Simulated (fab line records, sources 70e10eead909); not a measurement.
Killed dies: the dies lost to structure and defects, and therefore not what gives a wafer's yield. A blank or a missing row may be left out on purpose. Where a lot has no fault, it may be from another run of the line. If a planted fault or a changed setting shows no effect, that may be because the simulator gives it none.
Chamber matching | flow nandHarc | NHARC_A_STAIRCASE_ETCH_271 on rieDiel-13 has 4 sister chambers
The step etches the open film in CF4/CHF3. 4 wafers are shown with their chamber, then 7 later ones without.

EACH WAFER AND ITS CHAMBER
wafer  | chamber | drypumpMotorCurrentA (A)
L078.6 | 3       | 6.3
L083.5 | 2       | 4.9
L091.1 | 0       | 5.6
L091.3 | 1       | 5.6

WAFERS MISSING THEIR CHAMBER
wafer  | drypumpMotorCurrentA (A)
L091.4 | 4.9
L092.1 | 5.0
L092.4 | 5.6
L092.6 | 5.6
L093.2 | 5.0
L093.4 | 5.6
L093.6 | 5.6

WHICH CHAMBER EACH WENT THROUGH
wafer  | from the rows above     | in truth
L091.4 | 2                       | 2
L092.1 | 2                       | 2
L092.4 | can't be placed: 0 or 1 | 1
L092.6 | can't be placed: 0 or 1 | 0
L093.2 | 2                       | 2
L093.4 | can't be placed: 0 or 1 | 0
L093.6 | can't be placed: 0 or 1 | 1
3 of 7 placed correctly. Cannot be placed on the basis of these rows: 4; the candidates contain the true chamber in 4. Placed wrongly: 0.
How it was worked out, from the rows above alone: a wafer's distance from a chamber is the root of the sum, over the readings, of the square of ((its reading less the chamber's mean) divided by the reading's scatter). The wafer belongs to the nearest chamber; if the next one is less than 2 further off, it can't be placed. The mean given for a chamber averages the wafers shown for that chamber. The scatter: root of mean squared gap, hidden wafer to nearest shown wafer, with one shown wafer a chamber.
